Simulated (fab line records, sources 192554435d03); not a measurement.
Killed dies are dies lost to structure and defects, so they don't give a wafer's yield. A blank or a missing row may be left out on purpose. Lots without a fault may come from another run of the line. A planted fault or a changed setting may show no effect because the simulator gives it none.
fab line records | flow n5_finfet
record lots=6 wafers=16 last_day=17
route steps=1938 shown BEOL_M10@1494 PASSIVATION@1936
lots that met no fault: from a run of the same line without faults
start_h: hours from the record's first day to the start of the lot's first wafer shown | wait_h: hours since the lot's step before | " the same as in the row above | L1.1+2: a row that stands for several wafers | - no value, or no start given | * or withheld: withheld | < > ~ a bound
route shown NAME@n: a module of which the file shows steps, and the number in the route of the first | usual: mean/standard deviation of fault-free wafers | same: alike in all rows | chamber/n: place in a boat | sites: the reading at each site | _std_site: their standard deviation | _edge_site: outer sites' mean less inner sites' | radius_mm: how far each site lies from the wafer's centre | mask NAME#n: copy n | behind: the tool/chamber that last shaped the wafer | hold: why the lot was held/for how many hours/how that ended | device: the transistor (n, p or np) that didn't switch | end of line: the same wafers' tests at the end of the route | a step without rows: its recipe alone | killed: dies lost to structure and defects at the first sort, not the wafer's yield | map: a wafer's dies, x killed, . not, _ none there
set.NAME: the setting as run; set.NAME@STEP: as run at that earlier step | model.NAME: the simulator's own value behind a step, which no gauge read
lots at some steps of the route; a table a step, a row a wafer
services: from which hour (start_h, from the record's first day; less than 0 if before it) a tool's chamber was out of use, for how many hours, and why
## steps
# step N5_BEOL_M10_COAT_63
# recipe resist=SOC temp_c=250 time_s=60 spin_rpm=1500 resist_thk_nm=100
# step N5_BEOL_M10_COAT_64
# recipe resist=SiARC temp_c=220 time_s=60 spin_rpm=1500 resist_thk_nm=30
# step N5_BEOL_M10_COAT_22
# recipe resist=CAR-ArF spin_rpm=1500 resist_thk_nm=90
# step N5_BEOL_M10_EBR_24
# recipe solvent=PGMEA ebr_width_mm=1.5
# step N5_BEOL_M10_SOFTBAKE_23
# recipe temp_c=110 time_s=60 resist=CAR-ArF
# step N5_BEOL_M10_EXPOSE_25
# recipe mask_id=V9 na=1.35 source_shape=annular sigma_inner=0.5 sigma_outer=0.8 polarization=unpolarized dose_mj=85.5
# step N5_BEOL_M10_PEB_26
# recipe peb_temp_c=withheld peb_time_s=60 resist=CAR-ArF
# step N5_BEOL_M10_DEVELOP_27
# recipe develop_time_s=30 developer=TMAH resist=CAR-ArF rinse_liquid=diw dry=air_spin dev_temp_c=23
# step N5_BEOL_M10_CD_MEAS_28
# recipe target_cd_nm=70 landing_energy_ev=500 detector=se_inlens polarity=opening
# usual cd_nm=70.2/0.79
# columns lot.wafer tool chamber start_h wait_h cd_nm
L645.1 cd_sem-02 0 242.64 - 70.5
L645.2 " 0 " " 69.4
L645.3 " 0 " " 69.9
L648.1 cd_sem-02 0 260.29 - 70.7
L648.4 " 0 " " 70.3
L648.5 " 0 " " 70.0
L654.3 cd_sem-02 0 292.04 - 69.6
L654.6 " 0 " " 68.7
L656.3 cd_sem-03 0 313.65 - 70.6
L656.6 " 0 " " 71.3
L661.1 cd_sem-03 0 340.56 - 71.0
L661.4 " 0 " " 70.6
L661.5 " 0 " " 70.2
L662.2 cd_sem-02 0 360.42 - 71.1
L662.4 " 0 " " 70.3
L662.6 " 0 " " 70.0
# step N5_BEOL_M10_OVL_MEAS_29
# recipe points_per_wafer=44
# usual V9_OVL=-0.2/0.79
# columns lot.wafer tool chamber start_h wait_h V9_OVL[nm]
L645.1 overlay-02 0 242.67 0.0 0.2
L645.2 " 0 " " 0.6
L645.3 " 0 " " -0.4
L648.1 overlay-01 0 260.32 0.0 -0.1
L648.4 " 0 " " -0.4
L648.5 " 0 " " -0.3
L654.3 overlay-01 0 292.07 0.0 0.1
L654.6 " 0 " " -0.7
L656.3 overlay-02 0 313.68 0.0 -1.2
L656.6 " 0 " " -0.7
L661.1 overlay-01 0 340.59 0.0 0.2
L661.4 " 0 " " 0.9
L661.5 " 0 " " 0.4
L662.2 overlay-02 0 360.45 0.0 1.0
L662.4 " 0 " " 0.7
L662.6 " 0 " " 0.8
# step N5_BEOL_M10_INSPECT_30
# recipe mode=adi inspect_instrument=brightfield
# usual raw_defect_count=442/110
# columns lot.wafer tool chamber start_h wait_h raw_defect_count
L645.1 defect_inspect-01 - 242.70 0.0 523
L645.2 " - " " 484
L645.3 " - " " 404
L648.1 defect_inspect-01 - 260.35 0.0 378
L648.4 " - " " 359
L648.5 " - " " 348
L654.3 defect_inspect-02 - 292.09 0.0 312
L654.6 " - " " 413
L656.3 defect_inspect-02 - 313.71 0.0 713
L656.6 " - " " 447
L661.1 defect_inspect-01 - 340.62 0.0 379
L661.4 " - " " 409
L661.5 " - " " 538
L662.2 defect_inspect-01 - 360.47 0.0 436
L662.4 " - " " 416
L662.6 " - " " 335
# step N5_BEOL_M10_DESCUM_33
# recipe chemistry=O2 time_s=7.9 source_power_w=50 bias_power_w=20 pressure_mtorr=20 rf_frequency_hz=2.712e+07 temp_c=40 resist=CAR-ArF o2_flow_sccm=225
# usual bias_power_w=20.00/0.059 drypump_motor_current_A=5.5/0.44 oes_product_au=0.81/0.08 rf_vpp_V=243.2/1.4 showerhead_plenum_p_Torr=2.10/0.065 throttle_valve_pct=20.57/0.26
# columns lot.wafer tool chamber start_h wait_h bias_power_w drypump_motor_current_A oes_product_au rf_hours_counter_h rf_vpp_V showerhead_plenum_p_Torr throttle_valve_pct
L645.1 rie_diel-01 0 242.73 0.0 19.97 5.9 0.93 32 244.5 2.13 20.25
L645.2 " 1 " " 20.01 6.1 0.74 139 240.9 2.01 20.71
L645.3 " 2 " " 19.98 5.6 0.88 50 245.2 2.22 20.07
L648.1 rie_diel-04 3 260.59 0.2 20.12 5.4 0.78 119 243.2 2.11 20.66
L648.4 " 0 " " 19.97 5.5 0.86 66 244.3 2.12 20.58
L648.5 " 2 " " 19.96 5.6 0.88 - 244.5 2.13 20.74
L654.3 rie_diel-04 1 292.73 0.6 20.09 4.8 0.93 13 242.6 2.05 20.28
L654.6 " 2 " " 20.02 5.6 0.86 - 243.7 2.13 20.74
L656.3 rie_diel-04 2 313.74 0.0 20.05 5.6 0.84 68 242.9 2.13 20.78
L656.6 " 0 " " 20.05 5.5 0.84 - 243.1 2.11 20.59
L661.1 rie_diel-01 3 340.65 0.0 20.14 6.2 0.76 158 243.0 2.19 20.96
L661.4 " 2 " " 20.02 5.6 0.83 85 245.2 2.21 20.12
L661.5 " 0 " " 20.00 5.9 0.86 - 244.2 2.12 20.28
L662.2 rie_diel-02 1 360.51 0.0 19.99 5.4 0.82 76 240.1 2.02 20.25
L662.4 " 2 " " 20.14 5.0 0.67 240 240.8 1.98 20.87
L662.6 " 2 " " 20.07 5.0 0.67 - 240.3 1.98 20.86
# step N5_BEOL_M10_ETCH_65
# recipe chemistry=CF4 target=SiARC target_depth_a=390 mask_material=CAR-ArF time_s=65 ion_energy_ev=80 pressure_mtorr=40 source_w=545 bias_w=36 Ar_flow_sccm=100 cf4_flow_sccm=100 ends=cleared
# usual drypump_motor_current_A=5.5/0.44 etch_rf_on_time_s=64.4/1 oes_product_au=0.69/0.066 rf_vpp_V=184.1/1.1 showerhead_plenum_p_Torr=2.15/0.059 throttle_valve_pct=15.72/0.24
# columns lot.wafer tool chamber start_h wait_h drypump_motor_current_A etch_rf_on_time_s oes_product_au rf_hours_counter_h rf_vpp_V showerhead_plenum_p_Torr throttle_valve_pct
L645.1 rie_diel-01 0 242.77 0.0 5.9 63.8 0.79 32 184.5 2.19 15.42
L645.2 " 1 " " 6.0 64.2 0.65 139 182.2 2.07 15.90
L645.3 " 2 " " 5.6 64.6 0.75 50 184.6 2.26 15.21
L648.1 rie_diel-04 3 260.62 0.0 5.4 64.2 0.68 119 184.8 2.15 15.72
L648.4 " 0 " " 5.5 64.0 0.73 66 183.4 2.17 15.74
L648.5 " 2 " " 5.7 65.5 0.73 - 183.4 2.17 15.79
L654.3 rie_diel-04 1 292.76 0.0 4.7 40.4 1.06 13 183.8 2.11 15.51
L654.6 " 2 " " 5.6 41.0 0.96 - 184.9 2.17 15.81
L656.3 rie_diel-04 2 313.77 0.0 5.6 40.8 0.95 68 183.5 2.16 15.83
L656.6 " 0 " " 5.5 39.6 0.96 - 184.2 2.16 15.76
L661.1 rie_diel-01 3 340.69 0.0 6.2 63.5 0.65 158 183.7 2.22 16.02
L661.4 " 2 " " 5.6 64.1 0.72 85 186.7 2.25 15.26
L661.5 " 0 " " 5.9 63.2 0.75 - 182.7 2.17 15.50
L662.2 rie_diel-02 1 360.54 0.0 5.4 65.8 0.70 76 181.8 2.08 15.48
L662.4 " 2 " " 5.0 65.9 0.57 240 183.0 2.03 16.07
L662.6 " 2 " " 5.0 66.3 0.57 - 182.3 2.03 16.05
# step N5_BEOL_M10_ETCH_66
# recipe chemistry=N2/H2 target=SOC target_depth_a=1200 overetch_a=240 mask_material=SiARC temp_c=40 time_s=180 ion_energy_ev=200 pressure_mtorr=30 source_w=840 bias_w=150 n2_flow_sccm=200 h2_flow_sccm=200
# usual drypump_motor_current_A=5.5/0.44 oes_product_au=0.65/0.059 rf_vpp_V=523.8/2.3 showerhead_plenum_p_Torr=2.54/0.078 throttle_valve_pct=17.91/0.3
# columns lot.wafer tool chamber start_h wait_h drypump_motor_current_A oes_product_au rf_hours_counter_h rf_vpp_V showerhead_plenum_p_Torr throttle_valve_pct
L645.1 rie_diel-01 0 242.82 0.0 5.9 0.74 32 524.7 2.59 17.57
L645.2 " 1 " " 6.1 0.61 139 521.7 2.44 18.07
L645.3 " 2 " " 5.6 0.71 50 527.6 2.69 17.32
L648.1 rie_diel-04 3 260.67 0.0 5.4 0.63 119 523.7 2.56 17.99
L648.4 " 0 " " 5.5 0.68 66 525.2 2.58 17.94
L648.5 " 2 " " 5.6 0.69 - 524.4 2.59 18.21
L654.3 rie_diel-04 1 292.81 0.0 4.7 0.75 13 522.9 2.48 17.52
L654.6 " 2 " " 5.7 0.68 - 523.7 2.59 18.21
L656.3 rie_diel-04 2 313.82 0.0 5.7 0.67 68 525.4 2.59 18.24
L656.6 " 0 " " 5.5 0.67 - 526.1 2.57 18.00
L661.1 rie_diel-01 3 340.74 0.0 6.2 0.61 158 527.6 2.65 18.37
L661.4 " 2 " " 5.6 0.66 85 527.5 2.67 17.40
L661.5 " 0 " " 5.9 0.69 - 524.0 2.58 17.65
L662.2 rie_diel-02 1 360.59 0.0 5.4 0.66 76 523.2 2.46 17.53
L662.4 " 2 " " 5.0 0.55 240 519.2 2.40 18.25
L662.6 " 2 " " 5.0 0.55 - 520.1 2.40 18.25
# step N5_PASSIVATION_PROBE_49
# usual defect_limited_yield=91.1/1.4 killed_at_M0_to_M3=35/8.7 killed_at_M4_up=14/5.3 killed_at_contacts=12/6.2 killed_at_front_end=41/12 killed_at_other=3.4/2.6 killed_dies=105/16 killed_on_rim=14/3.8 killed_open=67/13 killed_short=36/7.3 sort_bin_5_function=5.2/0.96 sort_bin_6_memory=3.3/0.6 sort_n_pass=1075/16 sort_yield_pct=91.1/1.4
# same gross_dies=1180 killed_at_back_side=0 sort_bin_4_leakage[%]=0 sort_bin_8_speed[%]=0
# columns lot.wafer tool chamber start_h wait_h defect_limited_yield[%] killed_at_M0_to_M3 killed_at_M4_up killed_at_contacts killed_at_front_end killed_at_other killed_dies killed_on_rim killed_open killed_short sort_bin_5_function[%] sort_bin_6_memory[%] sort_n_pass sort_yield_pct[%]
L648.1 prober-01 - 318.63 0.0 91.9 23 14 10 46 3 96 9 62 30 5.3 2.5 1084 91.9
L648.4 prober-01 - 318.78 0.2 91.0 28 14 6 55 3 106 14 65 38 4.9 3.7 1074 91.0
L648.5 prober-01 - 318.83 0.2 90.2 33 18 14 45 6 116 18 77 36 5.9 3.6 1064 90.2
L654.6 prober-02 - 346.78 0.5 93.2 24 15 13 28 0 80 16 48 32 3.6 2.7 1100 93.2
L656.3 prober-02 - 365.01 0.1 91.7 33 7 15 39 4 98 10 69 28 4.8 3.0 1082 91.7
L656.6 prober-02 - 365.16 0.3 91.5 39 8 26 24 3 100 12 72 26 5.1 2.9 1080 91.5
# killed by level:class
L648.1 FIN_SAQP:geometric_particle:short=14 FIN_SAQP:geometric_particle:open=8 DUMMY_GATE:geometric_particle:open=8 BEOL_M0_SAQP:geometric_particle:open=8 MOL_CONTACT_COAG:geometric_particle:open=7 BEOL_M0_SAQP:geometric_particle:short=5 STARTING-WAFER:geometric_particle:open=5 STI_FIN_REVEAL:geometric_particle:open=4
L648.4 FIN_SAQP:geometric_particle:open=19 FIN_SAQP:geometric_particle:short=11 BEOL_M1:geometric_particle:short=7 STI_FIN_REVEAL:geometric_particle:open=6 MOL_CONTACT_COAG:geometric_particle:open=6 BEOL_M1:geometric_particle:open=4 BEOL_M2:geometric_particle:open=4 BEOL_M2:geometric_particle:short=4
L648.5 STI_FIN_REVEAL:geometric_particle:open=12 MOL_CONTACT_COAG:geometric_particle:open=10 BEOL_M2:geometric_particle:open=9 FIN_SAQP:geometric_particle:short=7 FIN_SAQP:geometric_particle:open=7 BEOL_M3:geometric_particle:open=7 BEOL_M3:geometric_particle:short=6 BEOL_M4:geometric_particle:open=6
L654.6 BEOL_M0_SAQP:geometric_particle:short=11 MOL_CONTACT_COAG:geometric_particle:open=10 STI_FIN_REVEAL:geometric_particle:open=9 BEOL_M1:geometric_particle:open=7 BEOL_M4:geometric_particle:open=7 GATE_CUT:geometric_particle:short=6 BEOL_M0_SAQP:geometric_particle:open=4 BEOL_M4:geometric_particle:short=4
L656.3 FIN_SAQP:geometric_particle:open=13 MOL_CONTACT_COAG:geometric_particle:open=12 FIN_SAQP:geometric_particle:short=9 BEOL_M1:geometric_particle:open=9 BEOL_M0_SAQP:geometric_particle:open=7 BEOL_M3:geometric_particle:open=7 STI_FIN_REVEAL:geometric_particle:open=6 DUMMY_GATE:geometric_particle:open=3
L656.6 MOL_CONTACT_COAG:geometric_particle:open=21 FIN_SAQP:geometric_particle:open=9 BEOL_M1:geometric_particle:open=8 FIN_SAQP:geometric_particle:short=7 BEOL_M3:geometric_particle:open=7 BEOL_M0_SAQP:geometric_particle:short=6 BEOL_M2:geometric_particle:open=6 MOL_CONTACT_COAG:geometric_particle:short=5
## services
# columns tool chamber start_h hours kind
rie_diel-02 - 220.78 2.3 repair
rie_diel-04 1 229.53 - clean
rie_diel-04 1 229.53 - consumable_replace:focus_ring
rie_diel-04 1 229.53 26.2 scheduled_down
rie_diel-04 1 229.53 26.2 vent_cycle
rie_diel-01 3 270.15 5.9 repair
rie_diel-01 2 285.76 10.5 repair
rie_diel-01 0 307.46 4.7 repair
rie_diel-01 0 314.89 13.9 repair
rie_diel-01 1 329.92 2.2 repair
rie_diel-04 3 350.74 3.8 repair
rie_diel-01 - 352.40 0.5 repair
## key
first_sign step=N5_BEOL_M10_ETCH_65 reading=etch_rf_on_time_s direction=down sigmas=23 usual=* struck=*
effect step=N5_BEOL_M10_ETCH_65 reading=oes_product_au direction=up sigmas=4.4 usual=0.69 struck=0.98
met_at N5_BEOL_M10_ETCH_65
struck_wafers L654.3,L654.6,L656.3,L656.6
onset_between 260.62 292.76
fault kind=process_parameter_drift tool=rie_diel-04 chamber=- onset_h=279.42 steps=N5_BEOL_M10_ETCH_65 channel=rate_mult offset=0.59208 shape=step end_h=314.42 scope=struck_wafers_only
